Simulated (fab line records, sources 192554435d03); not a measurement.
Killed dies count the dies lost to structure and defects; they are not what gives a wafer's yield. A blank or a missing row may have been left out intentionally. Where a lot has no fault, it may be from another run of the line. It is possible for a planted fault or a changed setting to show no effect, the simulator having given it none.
Chamber matching | flow n5_finfet | N5_HKMG_FIN_STRIP_90 on rie_diel-01: 3 sister chambers
The step strips SOC in N2/H2, time 20 s. 14 wafers are shown with their chamber, then 5 later ones without.

## EACH WAFER AND ITS CHAMBER
wafer  | chamber | showerhead_plenum_p_Torr (Torr) | drypump_motor_current_A (A) | throttle_valve_pct (%)
L075.1 | 2       | 3.20                            | 5.9                         | 19.3
L075.5 | 0       | 3.49                            | 5.1                         | 19.2
L075.6 | 3       | 3.42                            | 5.6                         | 19.1
L080.4 | 0       | 3.48                            | 5.1                         | 19.2
L080.5 | 0       | 3.48                            | 5.1                         | 19.2
L080.6 | 3       | 3.41                            | 5.5                         | 19.1
L083.1 | 2       | 3.19                            | 5.8                         | 19.4
L083.3 | 0       | 3.48                            | 5.1                         | 19.2
L083.5 | 0       | 3.48                            | 5.1                         | 19.2
L089.2 | 3       | 3.40                            | 5.5                         | 19.1
L089.4 | 0       | 3.47                            | 5.2                         | 19.2
L089.6 | 2       | 3.19                            | 5.9                         | 19.4
L091.1 | 3       | 3.40                            | 5.5                         | 19.1
L091.2 | 0       | 3.47                            | 5.1                         | 19.2

SIGNATURES, as means of the wafers listed above
reading                  | chamber 0 | chamber 2 | chamber 3 | scatter within a chamber
showerhead_plenum_p_Torr | 3.4786    | 3.1933    | 3.4075    | 0.00755
drypump_motor_current_A  | 5.114     | 5.867     | 5.525     | 0.0455
throttle_valve_pct       | 19.200    | 19.367    | 19.100    | 0.0246
Rule: for a wafer and a chamber, the distance is found by dividing, reading by reading, the gap between the wafer's reading and the chamber's mean by the reading's scatter, squaring, summing and taking the root. The wafer belongs to the nearest chamber; if the next one is less than 2 further off, it can't be placed. The scatter is the square root of a quotient: the sum, over the shown wafers, of each reading's squared deviation from its chamber's mean, divided by wafers minus chambers.

## WAFERS WITHOUT THEIR CHAMBER
wafer  | showerhead_plenum_p_Torr (Torr) | drypump_motor_current_A (A) | throttle_valve_pct (%)
L091.6 | 3.40                            | 5.5                         | 19.1
L095.1 | 3.47                            | 5.2                         | 19.2
L095.4 | 3.47                            | 5.2                         | 19.2
L097.1 | 3.39                            | 5.5                         | 19.2
L097.2 | 3.46                            | 5.1                         | 19.2

## EACH ONE'S CHAMBER
wafer  | from the rows above | in truth
L091.6 | 3                   | 3
L095.1 | 0                   | 0
L095.4 | 0                   | 0
L097.1 | 3                   | 3
L097.2 | 0                   | 0
Correct placement for 5 of the 5. Number that these rows cannot place: 0. Number placed wrongly: 0.
